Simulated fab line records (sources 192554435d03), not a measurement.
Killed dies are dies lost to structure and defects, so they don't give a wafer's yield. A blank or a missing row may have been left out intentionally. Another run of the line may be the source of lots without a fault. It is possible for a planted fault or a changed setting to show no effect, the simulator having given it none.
fab line records ; flow n5-finfet
record lots=11; wafers=33; last-day=16
route steps=1938 shown BEOL_M13@1699 BEOL_M14@1722 PASSIVATION@1936
lots that met no fault: from a run of the same line without faults
start-h: the number of hours between the record's first day and the start of the first shown wafer of the lot ; wait-h: hours since the lot's step before ; " as in the row above ; L1.1+2: a single row standing in for several wafers ; - either no value or no given start ; * or withheld: withheld ; < > ~ a bound
route shown NAME@n: names a module that has steps shown in the file, with the first one's number in the route ; usual: the fault-free wafers' mean and standard deviation ; same: alike in all rows ; chamber/n: place in a boat ; sites: each site's reading ; _std_site: the standard deviation of these ; _edge_site: mean of outer sites minus mean of inner sites ; radius-mm: for every site, how far away it sits from the centre of the wafer ; mask NAME#n: copy n ; behind: tool/chamber where the wafer was last shaped ; hold: cause of the lot's hold/its duration in hours/its outcome ; device: names the non-switching transistor (n, p or np) ; end of line: the route-end tests of the same wafers ; a step with no rows: only its recipe ; killed: the dies lost at the first sort to structure and to defects; this is not the yield of the wafer ; map: shows each die of a wafer: x if killed, . if not, _ if none is there
set.NAME: the run value of the setting; set.NAME@STEP: its run value at that earlier step ; model.NAME: the simulator's own value behind a step, which no gauge read
route steps across a sampled set of lots; one table per step, one row per wafer
services: the hour from which a tool's chamber was out of use, counted from the record's first day as start-h (under 0 if before that day), plus the number of hours and why
## steps
# step N5_BEOL_M13_STRIP_37
# recipe chemistry=N2/H2; power-w=1000; temp-c=250; h2-frac=0.65; overash-fraction=0.3; pressure-mtorr=withheld; n2-flow-sccm=1750; h2-flow-sccm=3250
# usual drypump-motor-current-A=5.9/0.69; heater-power-w=345/20; oes-product-au=0.785/0.01
lot.wafer;tool;chamber;start-h;wait-h;drypump-motor-current-A;heater-power-w;oes-product-au;rf-hours-counter-h
L117.2;plasma-asher-01;0;233.37;0.0;6.1;332;0.775;114
L117.3;plasma-asher-01;0;233.37;0.0;6.1;330;0.767;-
L117.4;plasma-asher-01;1;233.37;0.0;4.9;339;0.788;-
L118.2;plasma-asher-01;0;234.23;0.2;6.1;324;0.775;114
L118.4;plasma-asher-01;1;234.23;0.2;4.9;331;0.791;-
L118.5;plasma-asher-01;1;234.23;0.2;4.9;333;0.800;-
L119.1;plasma-asher-02;1;240.23;0.0;5.7;383;0.804;69
L119.3;plasma-asher-02;0;240.23;0.0;6.8;344;0.779;-
L119.4;plasma-asher-02;1;240.23;0.0;5.7;377;0.805;-
L120.1;plasma-asher-02;0;248.41;0.0;6.8;341;0.791;71
L120.4;plasma-asher-02;1;248.41;0.0;5.7;384;0.795;-
L120.6;plasma-asher-02;0;248.41;0.0;6.8;330;0.789;-
L122.1;plasma-asher-01;1;262.52;0.0;4.9;336;0.770;119
L122.3;plasma-asher-01;1;262.52;0.0;4.9;338;0.779;-
L122.5;plasma-asher-01;0;262.52;0.0;6.1;333;0.787;-
L124.1;plasma-asher-01;0;284.09;0.0;6.1;325;0.757;123
L124.2;plasma-asher-01;1;284.09;0.0;4.9;330;0.794;123
L124.3;plasma-asher-01;0;284.09;0.0;6.1;328;0.769;-
L126.1;plasma-asher-01;1;302.48;0.0;4.8;342;0.793;126
L126.2;plasma-asher-01;0;302.48;0.0;6.1;341;0.785;126
L126.4;plasma-asher-01;0;302.48;0.0;6.1;334;0.789;-
L127.1;plasma-asher-02;0;313.13;0.0;6.8;334;0.806;83
L127.3;plasma-asher-02;0;313.13;0.0;6.8;343;0.791;-
L127.6;plasma-asher-02;1;313.13;0.0;5.7;375;0.779;-
L132.1;plasma-asher-01;1;328.15;0.0;4.9;337;0.776;131
L132.5;plasma-asher-01;0;328.15;0.0;6.1;331;0.788;-
L132.6;plasma-asher-01;1;328.15;0.0;4.9;345;0.784;-
L133.1;plasma-asher-01;0;330.80;0.0;6.1;328;0.781;131
L133.3;plasma-asher-01;0;330.80;0.0;6.1;339;0.773;-
L133.5;plasma-asher-01;0;330.80;0.0;6.1;329;0.785;-
L135.1;plasma-asher-01;1;360.38;0.0;4.9;336;0.772;136
L135.2;plasma-asher-01;0;360.38;0.0;6.1;333;0.794;136
L135.5;plasma-asher-01;0;360.38;0.0;6.1;329;0.783;-
# step N5_BEOL_M13_PRE_CLEAN_42
# recipe gas=H2/He; time-s=30; temp-c=250
# usual heater-power-w=329/31
lot.wafer;tool;chamber;start-h;wait-h;heater-power-w
L117.2;pvd-sputter-02;-;237.10;0.0;337
L117.3;pvd-sputter-02;-;237.10;0.0;326
L117.4;pvd-sputter-02;-;237.10;0.0;301
L118.2;pvd-sputter-02;-;237.50;0.0;314
L118.4;pvd-sputter-02;-;237.50;0.0;360
L118.5;pvd-sputter-02;-;237.50;0.0;358
L119.1;pvd-sputter-02;-;244.17;0.0;316
L119.3;pvd-sputter-02;-;244.17;0.0;363
L119.4;pvd-sputter-02;-;244.17;0.0;305
L120.1;pvd-sputter-01;-;252.11;0.0;305
L120.4;pvd-sputter-01;-;252.11;0.0;292
L120.6;pvd-sputter-01;-;252.11;0.0;290
L122.1;pvd-sputter-01;-;268.54;0.0;367
L122.3;pvd-sputter-01;-;268.54;0.0;292
L122.5;pvd-sputter-01;-;268.54;0.0;361
L124.1;pvd-sputter-01;-;284.55;0.0;370
L124.2;pvd-sputter-01;-;284.55;0.0;336
L124.3;pvd-sputter-01;-;284.55;0.0;289
L126.1;pvd-sputter-03;-;303.25;0.0;389
L126.2;pvd-sputter-03;-;303.25;0.0;398
L126.4;pvd-sputter-03;-;303.25;0.0;339
L127.1;pvd-sputter-02;-;314.30;0.0;305
L127.3;pvd-sputter-02;-;314.30;0.0;364
L127.6;pvd-sputter-02;-;314.30;0.0;308
L132.1;pvd-sputter-01;-;329.18;0.0;288
L132.5;pvd-sputter-01;-;329.18;0.0;341
L132.6;pvd-sputter-01;-;329.18;0.0;281
L133.1;pvd-sputter-02;-;331.58;0.0;308
L133.3;pvd-sputter-02;-;331.58;0.0;338
L133.5;pvd-sputter-02;-;331.58;0.0;305
L135.1;pvd-sputter-01;-;362.24;0.0;338
L135.2;pvd-sputter-01;-;362.24;0.0;290
L135.5;pvd-sputter-01;-;362.24;0.0;289
# step N5_BEOL_M13_ANNEAL_48
# recipe temp-c=225; time-s=90; ambient=N2
# usual wafer_temp_C_max=226.0/0.39
lot.wafer;tool;chamber;start-h;wait-h;wafer_temp_C_max
L117.2;rtp-anneal-01;0;237.86;0.4;225.8
L117.3;rtp-anneal-01;0;237.86;0.4;226.3
L117.4;rtp-anneal-01;0;237.86;0.4;226.4
L118.2;rtp-anneal-01;0;238.13;0.3;226.2
L118.4;rtp-anneal-01;0;238.13;0.3;226.6
L118.5;rtp-anneal-01;0;238.13;0.3;226.5
L119.1;rtp-anneal-02;0;244.80;0.3;225.9
L119.3;rtp-anneal-02;0;244.80;0.3;225.9
L119.4;rtp-anneal-02;0;244.80;0.3;225.6
L120.1;rtp-anneal-01;0;252.59;0.1;226.8
L120.4;rtp-anneal-01;0;252.59;0.1;225.8
L120.6;rtp-anneal-01;0;252.59;0.1;226.5
L122.1;rtp-anneal-02;0;269.02;0.1;225.6
L122.3;rtp-anneal-02;0;269.02;0.1;225.8
L122.5;rtp-anneal-02;0;269.02;0.1;226.0
L124.1;rtp-anneal-02;0;286.62;1.7;225.9
L124.2;rtp-anneal-02;0;286.62;1.7;225.9
L124.3;rtp-anneal-02;0;286.62;1.7;225.8
L126.1;rtp-anneal-01;0;304.66;1.1;226.1
L126.2;rtp-anneal-01;0;304.66;1.1;227.0
L126.4;rtp-anneal-01;0;304.66;1.1;226.1
L127.1;rtp-anneal-02;0;314.93;0.3;225.6
L127.3;rtp-anneal-02;0;314.93;0.3;225.5
L127.6;rtp-anneal-02;0;314.93;0.3;225.8
L132.1;rtp-anneal-02;0;329.85;0.3;225.4
L132.5;rtp-anneal-02;0;329.85;0.3;225.6
L132.6;rtp-anneal-02;0;329.85;0.3;225.3
L133.1;rtp-anneal-02;0;332.06;0.1;225.9
L133.3;rtp-anneal-02;0;332.06;0.1;225.8
L133.5;rtp-anneal-02;0;332.06;0.1;226.0
L135.1;rtp-anneal-01;0;362.72;0.1;226.0
L135.2;rtp-anneal-01;0;362.72;0.1;226.4
L135.5;rtp-anneal-01;0;362.72;0.1;226.5
# step N5_BEOL_M14_EXPOSE_07
# recipe mask-id=V13; na=0.8; source-shape=annular; sigma-inner=0.5; sigma-outer=0.8; polarization=unpolarized; attpsm-phase-deg=180; dose-mj=57
# usual exposure-dose-mJ-cm2=57.10/0.13
lot.wafer;tool;chamber;start-h;wait-h;mask;exposure-dose-mJ-cm2
L117.2;krf-scanner-01;0;239.06;-;V13#0;57.10
L117.3;krf-scanner-01;0;239.06;-;V13#0;57.25
L117.4;krf-scanner-01;0;239.06;-;V13#0;57.18
L118.2;krf-scanner-02;0;239.33;-;V13#0;57.02
L118.4;krf-scanner-02;0;239.33;-;V13#0;56.96
L118.5;krf-scanner-02;0;239.33;-;V13#0;56.94
L119.1;krf-scanner-01;0;246.03;-;V13#0;57.23
L119.3;krf-scanner-01;0;246.03;-;V13#0;57.26
L119.4;krf-scanner-01;0;246.03;-;V13#0;57.18
L120.1;krf-scanner-02;0;253.82;-;V13#0;56.99
L120.4;krf-scanner-02;0;253.82;-;V13#0;57.00
L120.6;krf-scanner-02;0;253.82;-;V13#0;56.99
L122.1;krf-scanner-01;0;270.25;-;V13#0;57.19
L122.3;krf-scanner-01;0;270.25;-;V13#0;57.22
L122.5;krf-scanner-01;0;270.25;-;V13#0;57.19
L124.1;krf-scanner-02;0;287.85;-;V13#0;56.95
L124.2;krf-scanner-02;0;287.85;-;V13#0;56.93
L124.3;krf-scanner-02;0;287.85;-;V13#0;56.96
L126.1;krf-scanner-01;0;306.06;-;V13#0;64.85
L126.2;krf-scanner-01;0;306.06;-;V13#0;64.82
L126.4;krf-scanner-01;0;306.06;-;V13#0;64.79
L127.1;krf-scanner-01;0;316.04;-;V13#0;62.03
L127.3;krf-scanner-01;0;316.04;-;V13#0;62.05
L127.6;krf-scanner-01;0;316.04;-;V13#0;62.11
L132.1;krf-scanner-02;0;330.96;-;V13#0;56.96
L132.5;krf-scanner-02;0;330.96;-;V13#0;57.03
L132.6;krf-scanner-02;0;330.96;-;V13#0;56.97
L133.1;krf-scanner-02;0;333.16;-;V13#0;56.97
L133.3;krf-scanner-02;0;333.16;-;V13#0;57.01
L133.5;krf-scanner-02;0;333.16;-;V13#0;57.00
L135.1;krf-scanner-02;0;364.01;-;V13#0;56.86
L135.2;krf-scanner-02;0;364.01;-;V13#0;56.92
L135.5;krf-scanner-02;0;364.01;-;V13#0;56.88
# step N5_BEOL_M14_CD_MEAS_10
# recipe target-cd-nm=250; landing-energy-ev=500; detector=se-inlens; polarity=opening
# usual cd-nm=250.2/1.6
lot.wafer;tool;chamber;start-h;wait-h;cd-nm
L117.2;cd-sem-02;0;239.23;-;248.2
L117.3;cd-sem-02;0;239.23;-;249.4
L117.4;cd-sem-02;0;239.23;-;249.6
L118.2;cd-sem-02;0;239.50;-;250.2
L118.4;cd-sem-02;0;239.50;-;250.1
L118.5;cd-sem-02;0;239.50;-;248.5
L119.1;cd-sem-03;0;246.21;-;251.4
L119.3;cd-sem-03;0;246.21;-;254.6
L119.4;cd-sem-03;0;246.21;-;251.5
L120.1;cd-sem-02;0;253.99;-;247.9
L120.4;cd-sem-02;0;253.99;-;249.6
L120.6;cd-sem-02;0;253.99;-;247.6
L122.1;cd-sem-03;0;270.42;-;248.9
L122.3;cd-sem-03;0;270.42;-;249.1
L122.5;cd-sem-03;0;270.42;-;249.9
L124.1;cd-sem-02;0;288.02;-;251.9
L124.2;cd-sem-02;0;288.02;-;251.0
L124.3;cd-sem-02;0;288.02;-;250.3
L126.1;cd-sem-03;0;306.23;-;273.4
L126.2;cd-sem-03;0;306.23;-;272.1
L126.4;cd-sem-03;0;306.23;-;273.4
L127.1;cd-sem-01;0;316.21;-;265.1
L127.3;cd-sem-01;0;316.21;-;264.6
L127.6;cd-sem-01;0;316.21;-;263.2
L132.1;cd-sem-01;0;331.14;-;249.8
L132.5;cd-sem-01;0;331.14;-;249.0
L132.6;cd-sem-01;0;331.14;-;248.4
L133.1;cd-sem-01;0;333.34;-;251.0
L133.3;cd-sem-01;0;333.34;-;249.5
L133.5;cd-sem-01;0;333.34;-;251.7
L135.1;cd-sem-03;0;364.19;-;250.2
L135.2;cd-sem-03;0;364.19;-;250.0
L135.5;cd-sem-03;0;364.19;-;252.5
# step N5_PASSIVATION_PROBE_49
# usual defect-limited-yield=91.4/1.4; killed_at_M0_to_M3=31/10; killed_at_M4_up=14/5.6; killed-at-contacts=13/6.3; killed-at-front-end=39/10; killed-at-other=4/3.1; killed-dies=101/16; killed-open=65/13; killed-short=34/7.2; sort_bin_4_leakage=0.00/0.007; sort_bin_5_function=5.1/0.88; sort_bin_6_memory=3.2/0.66; sort_bin_8_speed=0.00/0.007; sort-n-pass=1079/16; sort-yield-pct=91.4/1.4
# same gross-dies=1180; killed-at-back-side=0
lot.wafer;tool;chamber;start-h;wait-h;defect-limited-yield[%];killed_at_M0_to_M3;killed_at_M4_up;killed-at-contacts;killed-at-front-end;killed-at-other;killed-dies;killed-open;killed-short;sort_bin_4_leakage[%];sort_bin_5_function[%];sort_bin_6_memory[%];sort_bin_8_speed[%];sort-n-pass;sort-yield-pct[%]
L117.2;prober-01;-;274.71;0.1;88.6;45;10;18;58;3;134;97;34;0;6.7;4.2;0;1046;88.6
L117.3;prober-01;-;274.76;0.1;90.1;32;15;11;57;2;117;75;40;0;6.1;3.4;0;1063;90.1
L117.4;prober-01;-;274.81;0.2;91.8;30;12;15;38;2;97;65;32;0;4.4;3.6;0;1083;91.8
L126.1;prober-02;-;332.68;0.1;90.3;58;7;8;38;3;114;66;44;0;5.3;3.7;0;1066;90.3
L126.2;prober-02;-;332.73;0.1;92.4;34;13;5;37;1;90;50;34;0;4.1;2.9;0;1090;92.4
L126.4;prober-02;-;332.83;0.2;92.9;33;13;12;24;2;84;46;34;0;4.2;2.5;0;1096;92.9
L127.1;prober-01;-;344.96;0.0;92.5;33;14;16;24;2;89;61;28;0;3.9;3.2;0;1091;92.5
L127.3;prober-01;-;345.06;0.1;93.0;21;17;8;36;1;83;65;18;0;4.3;2.6;0;1097;93.0
L127.6;prober-01;-;345.21;0.3;92.8;28;20;11;26;0;85;57;28;0;4.7;2.3;0;1095;92.8
L133.1;prober-02;-;361.99;0.0;91.6;16;15;25;43;0;99;63;36;0;4.5;3.6;0;1081;91.6
L133.3;prober-02;-;362.09;0.1;93.1;25;13;6;32;5;81;50;29;0;4.5;2.2;0;1099;93.1
L133.5;prober-02;-;362.19;0.2;90.8;24;18;21;44;1;108;67;39;0;5.1;3.6;0;1072;90.8
# killed by level:class
L117.2 STI_FIN_REVEAL:geometric-particle:open=16 MOL_CONTACT_COAG:geometric-particle:open=15 FIN_SAQP:geometric-particle:open=14 BEOL_M0_SAQP:geometric-particle:open=10 BEOL_M3:geometric-particle:open=10 BEOL_M0_SAQP:geometric-particle:short=9 FIN_SAQP:geometric-particle:short=8 BEOL_M1:geometric-particle:open=4
L117.3 FIN_SAQP:geometric-particle:open=11 STI_FIN_REVEAL:geometric-particle:open=10 MOL_CONTACT_COAG:geometric-particle:open=10 FIN_SAQP:geometric-particle:short=9 BEOL_M0_SAQP:geometric-particle:open=7 ILD0:geometric-particle:short=6 BEOL_M0_SAQP:geometric-particle:short=6 BEOL_M2:geometric-particle:open=6
L117.4 MOL_CONTACT_COAG:geometric-particle:open=10 FIN_SAQP:geometric-particle:open=9 STI_FIN_REVEAL:geometric-particle:open=7 BEOL_M3:geometric-particle:open=6 BEOL_M1:geometric-particle:open=6 FIN_SAQP:geometric-particle:short=5 BEOL_M0_SAQP:geometric-particle:open=5 MOL_CONTACT_COAG:geometric-particle:short=5
L126.1 BEOL_M0_SAQP:geometric-particle:short=26 BEOL_M0_SAQP:geometric-particle:open=22 FIN_SAQP:geometric-particle:short=7 FIN_SAQP:geometric-particle:open=7 MOL_CONTACT_COAG:geometric-particle:open=7 STI_FIN_REVEAL:geometric-particle:open=6 DUMMY_GATE:geometric-particle:open=6 DUMMY_GATE:geometric-particle:short=3
L126.2 BEOL_M0_SAQP:geometric-particle:short=13 BEOL_M0_SAQP:geometric-particle:open=10 FIN_SAQP:geometric-particle:open=8 DUMMY_GATE:geometric-particle:open=8 FIN_SAQP:geometric-particle:short=7 MOL_CONTACT_COAG:geometric-particle:open=5 BEOL_M3:geometric-particle:open=5 BEOL_M1:geometric-particle:open=4
L126.4 BEOL_M0_SAQP:geometric-particle:short=13 MOL_CONTACT_COAG:geometric-particle:open=9 BEOL_M2:geometric-particle:open=7 FIN_SAQP:geometric-particle:short=4 DUMMY_GATE:geometric-particle:open=4 BEOL_M0_SAQP:geometric-particle:open=4 GATE_CUT:geometric-particle:short=3 MOL_CONTACT_COAG:geometric-particle:short=3
L127.1 MOL_CONTACT_COAG:geometric-particle:open=13 BEOL_M3:geometric-particle:open=7 FIN_SAQP:geometric-particle:open=6 BEOL_M4:geometric-particle:open=6 BEOL_M1:geometric-particle:open=6 BEOL_M2:geometric-particle:open=5 STI_FIN_REVEAL:geometric-particle:open=4 BEOL_M0_SAQP:geometric-particle:open=4
L127.3 STI_FIN_REVEAL:geometric-particle:open=14 MOL_CONTACT_COAG:geometric-particle:open=8 BEOL_M2:geometric-particle:open=7 BEOL_M4:geometric-particle:open=7 FIN_SAQP:geometric-particle:open=5 BEOL_M0_SAQP:geometric-particle:open=4 STARTING-WAFER:geometric-particle:open=4 FIN_SAQP:geometric-particle:short=3
L127.6 BEOL_M4:geometric-particle:open=11 MOL_CONTACT_COAG:geometric-particle:open=8 BEOL_M0_SAQP:geometric-particle:short=8 STI_FIN_REVEAL:geometric-particle:open=7 DUMMY_GATE:geometric-particle:open=4 BEOL_M0_SAQP:geometric-particle:open=4 BEOL_M1:geometric-particle:open=4 BEOL_M3:geometric-particle:open=4
L133.1 MOL_CONTACT_COAG:geometric-particle:open=19 FIN_SAQP:geometric-particle:short=9 BEOL_M4:geometric-particle:open=9 FIN_SAQP:geometric-particle:open=8 GATE_CUT:geometric-particle:short=8 MOL_CONTACT_COAG:geometric-particle:short=6 BEOL_M0_SAQP:geometric-particle:open=5 STARTING-WAFER:geometric-particle:open=5
L133.3 BEOL_M2:geometric-particle:open=7 FIN_SAQP:geometric-particle:short=6 MOL_CONTACT_COAG:geometric-particle:open=6 GATE_CUT:geometric-particle:short=5 BEOL_M0_SAQP:geometric-particle:open=5 BEOL_M0_SAQP:geometric-particle:short=5 BEOL_M4:geometric-particle:open=5 FIN_SAQP:geometric-particle:open=4
L133.5 MOL_CONTACT_COAG:geometric-particle:open=20 FIN_SAQP:geometric-particle:short=17 BEOL_M4:geometric-particle:open=9 BEOL_M0_SAQP:geometric-particle:short=8 FIN_SAQP:geometric-particle:open=6 GATE_CUT:geometric-particle:short=6 BEOL_M0_SAQP:geometric-particle:open=6 BEOL_M2:geometric-particle:open=6
## services
tool;chamber;start-h;hours;kind
krf-scanner-02;0;216.11;-;calibration
krf-scanner-01;-;224.11;1.0;pm
krf-scanner-01;-;231.71;0.8;repair
krf-scanner-01;-;240.87;2.2;repair
krf-scanner-01;-;248.67;0.6;repair
krf-scanner-02;-;256.12;1.0;pm
krf-scanner-02;-;265.41;1.3;pm
krf-scanner-02;-;268.30;0.4;repair
krf-scanner-01;0;272.65;-;calibration
krf-scanner-01;-;273.47;1.3;pm
rtp-anneal-01;-;280.92;5.7;pm
plasma-asher-01;-;284.35;3.4;repair
krf-scanner-01;-;302.35;0.7;repair
krf-scanner-02;-;336.33;0.8;pm
krf-scanner-01;-;339.85;0.8;pm
plasma-asher-01;-;351.36;2.0;repair
pvd-sputter-03;-;355.26;3.1;repair
## key
first-sign step=N5_BEOL_M14_EXPOSE_07; reading=exposure-dose-mJ-cm2; direction=up; sigmas=48; usual=57.10; struck=63.44
effect step=N5_BEOL_M14_CD_MEAS_10; reading=cd-nm; direction=up; sigmas=11; usual=250.2; struck=268.6; through=control-loop
met-at N5_BEOL_M14_EXPOSE_07
struck-lots L126,L127
loop-trim step=N5_BEOL_M14_EXPOSE_07; setting=dose; lots=L127
not-acting-at N5_BEOL_M13_STRIP_37,N5_BEOL_M13_PRE_CLEAN_42,N5_BEOL_M13_ANNEAL_48
onset-between 270.25 306.06
fault kind=process-parameter-drift; tool=krf-scanner-01; chamber=-; onset-h=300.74; steps=N5_BEOL_M14_EXPOSE_07; channel=dose-mj; offset=7.5686; shape=step; acts-in=these-recipes-only; stated=57
# loop-trim: a control loop set the setting to another value than it would have without faults
